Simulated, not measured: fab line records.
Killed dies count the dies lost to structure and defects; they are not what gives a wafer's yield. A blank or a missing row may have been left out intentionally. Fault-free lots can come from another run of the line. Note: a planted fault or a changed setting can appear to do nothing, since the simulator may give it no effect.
A struck lot beside a sound one / flow n5 finfet / 44 out of 1938 route steps
Sound: the wafers L231.2, L231.3, L231.6. Struck: wafer L249.5 (left out: L249.2, L249.3 of the same lot, which were not struck); the cause appears at the end.
Order at every step that has rows: each side's tool, ch and its chambers, its first start. Under that, the readings that differ: sound wafers / struck wafers / difference of the means / sigmas: that difference in standard deviations of wafers without a fault.
alike: readings with means less than 2 such deviations apart, plus words and numbers identical on both sides. not compared: withheld readings, readings lacking a value on some wafer, bounds such as >300 that could conceal the same value, and numbers that have no deviation in the record and whose values overlap.
The two part at a step that has a row with sigmas, a row that says differs or no value, or rows on one side only. Numbers that have no deviation but don't overlap get no sigmas and don't part them. A reading missing from all wafers of one side parts the sides only when that side holds two or more wafers.

first, 5 steps without rows for these wafers: N5_BEOL_M2_ANNEAL_95 (time 240 s); N5_BEOL_M2_SPUTTER_96 (material Cu, target thk 4.5 nm, time 8.29 s); N5_BEOL_M2_ECD_50 (material Cu, target thk 300 nm); N5_BEOL_M2_ANNEAL_51 (time 90 s); N5_BEOL_M2_CMP_52 (polishes, stops on SiOC, t overpolish 6.8 s, target thk 40 nm).
N5_BEOL_M2_THK_MEAS_53: measures by xrf.
  sound on film metro-02 at day 7 07:17; struck on film metro-02 at day 11 06:52
  alike: M2_THK
then, 3 steps without rows for these wafers: N5_BEOL_M2_PRE_CLEAN_60 (time 15 s); N5_BEOL_M2_CO_CAP_55 (material Co, precursor CCTBA/H2, target thk 2 nm, time 102.1 s); N5_BEOL_M2_PRE_CLEAN_56 (time 15 s).
N5_BEOL_M2_DEP_57: deposits SiCN from 3MS/NH3, target thk 8 nm, time 14 s.
  sound on pecvd-01 ch 0,1, day 7 07:29; struck on pecvd-02 ch 0, day 11 07:04
  alike: showerhead plenum p Torr, throttle valve pct
N5_BEOL_M2_RS_MEAS_58: a four-point-probe measurement.
  sound on film metro-02 at day 7 07:33; struck on film metro-02 at day 11 07:09
  alike: M2_RS
N5_BEOL_M2_INSPECT_59: inspects for defects (darkfield).
  sound on defect inspect-01 at day 7 07:34; struck on defect inspect-01 at day 11 07:11
  alike: raw defect count
N5_BEOL_M3_ILD_DEP_00: deposits SiOC from DEMS/O2, target thk 79 nm, time 15.3 s.
  sound on pecvd-04 ch 0,1, day 7 07:37; struck on pecvd-01 ch 0, day 11 07:13
reading=model.SiOC_of_BEOL_M3_ILD_DEP_00.thk nm (nm); sound=79.4 79.6 80.8; struck=34.6; difference=-45.3; sigmas=
  alike: heater power w, showerhead plenum p Torr, throttle valve pct
N5_BEOL_M3_THK_MEAS_01:
  sound on film metro-02 at day 7 07:41; struck on film metro-01 at day 11 07:17
reading=M3_ILD_THK (nm); sound=79.4 79.5 80.8; struck=34.6; difference=-45.3; sigmas=-35
N5_BEOL_M3_PECVD_72: deposits SiO2 from TEOS/O2, target thk 16 nm, time 18 s.
  sound on pecvd-01 ch 0,1,2, day 7 07:43; struck on pecvd-01 ch 2, day 11 07:19
  alike: heater power w, showerhead plenum p Torr, throttle valve pct
then, 10 steps without rows for these wafers: N5_BEOL_M3_HM_DEP_02 (deposits TiN, target thk 20 nm); N5_BEOL_M3_COAT_61 (time 60 s, resist thk 60 nm); N5_BEOL_M3_COAT_62 (time 60 s, resist thk 12 nm); N5_BEOL_M3_COAT_73 (time 60 s, resist thk 5 nm); N5_BEOL_M3_COAT_05 (resist thk 30 nm); N5_BEOL_M3_EBR_07; N5_BEOL_M3_SOFTBAKE_06 (time 60 s); N5_BEOL_M3_EXPOSE_08 (exposes mask M3); N5_BEOL_M3_PEB_09 (peb time 60 s); N5_BEOL_M3_DEVELOP_10 (develop time 30 s).
N5_BEOL_M3_CD_MEAS_11: target cd 17.05 nm.
  sound on cd sem-01 ch 0, day 7 08:48; struck on cd sem-01 ch 0, day 11 09:05
  alike: cd nm
N5_BEOL_M3_OVL_MEAS_12:
  sound on overlay-01 ch 0, day 7 08:50; struck on overlay-02 ch 0, day 11 09:07
  alike: M3_OVL
N5_BEOL_M3_INSPECT_13: inspects for defects (brightfield).
  sound on defect inspect-02 at day 7 08:53; struck on defect inspect-01 at day 11 09:10
  alike: raw defect count
then, 1 step without rows for these wafers: N5_BEOL_M3_DESCUM_16 (chemistry O2, time 7 s).
N5_BEOL_M3_ETCH_74: etches underlayer in N2/H2, target depth 6.5 nm, time 5.2 s.
  sound on rie diel-03 ch 1,2, day 7 08:58; struck on rie diel-01 ch 3, day 11 09:14
reading=showerhead plenum p Torr (Torr); sound=2.55 2.64 2.64; struck=2.43; difference=-0.18; sigmas=-2
  alike: drypump motor current A, etch rf on time s, oes product au, rf vpp V, throttle valve pct
  not compared: rf hours counter h
then, 1 step without rows for these wafers: N5_BEOL_M3_ETCH_63 (etches SiARC in CF4, target depth 15.6 nm, time 26 s).
N5_BEOL_M3_ETCH_64: etches SOC in N2/H2, target depth 75 nm, overetch 15 nm, time 112.5 s.
  sound on rie diel-03 ch 1,2, day 7 09:00; struck on rie diel-01 ch 3, day 11 09:17
reading=showerhead plenum p Torr (Torr); sound=2.55 2.64 2.64; struck=2.43; difference=-0.18; sigmas=-2
  alike: drypump motor current A, oes product au, rf vpp V, throttle valve pct
  not compared: rf hours counter h
then, 4 steps without rows for these wafers: N5_BEOL_M3_STRIP_65 (strips in N2/H2); N5_BEOL_M3_STRIP_75 (strips in N2/H2); N5_BEOL_M3_STRIP_66 (strips in CF4); N5_BEOL_M3_HM_OPEN_17 (chemistry Cl2/BCl3, target TiN, target depth 20 nm, overetch 6 nm).
N5_BEOL_M3_STRIP_19: strips in O2.
  sound on rie diel-01 ch 0,3, day 7 09:17; struck on rie diel-01 ch 1, day 11 09:34
  alike: drypump motor current A, oes product au, rf vpp V, showerhead plenum p Torr, throttle valve pct
  not compared: rf hours counter h
N5_BEOL_M3_CD_MEAS_18: pitch 36 nm, target cd 18 nm.
  sound on cd sem-02 at day 7 09:21; struck on cd sem-02 at day 11 09:38
  alike: cd nm
then, 4 steps without rows for these wafers: N5_BEOL_M3_COAT_67 (time 60 s, resist thk 60 nm); N5_BEOL_M3_COAT_68 (time 60 s, resist thk 12 nm); N5_BEOL_M3_COAT_76 (time 60 s, resist thk 5 nm); N5_BEOL_M3_COAT_22 (resist thk 30 nm).
N5_BEOL_M3_CMP_52: polishes, stops on SiOC, t overpolish 6.8 s, target thk 40 nm.
  sound on cmp-03 ch 0,2,3, day 8 00:35; struck on cmp-04 ch 3, day 11 22:11
reading=model.SiOC_of_BEOL_M3_ILD_DEP_00.thk nm (nm); sound=76.4 76.6 77.8; struck=31.6; difference=-45.3; sigmas=
reading=model.Cu_of_BEOL_M3_ECD_50.thk nm (nm); sound=41.8 42.2 44; struck=2; difference=-41; sigmas=
  alike: motor current A
N5_BEOL_M4_RC_MEAS_101:
  the record has rows for the sound wafers here (prober-02 ch 0, day 8 11:55) and none for the struck ones

## WHERE THEY PART
Earliest at N5_BEOL_M3_THK_MEAS_01; latest, in this record, at N5_BEOL_M4_RC_MEAS_101.

WHY: whatever the simulator had introduced
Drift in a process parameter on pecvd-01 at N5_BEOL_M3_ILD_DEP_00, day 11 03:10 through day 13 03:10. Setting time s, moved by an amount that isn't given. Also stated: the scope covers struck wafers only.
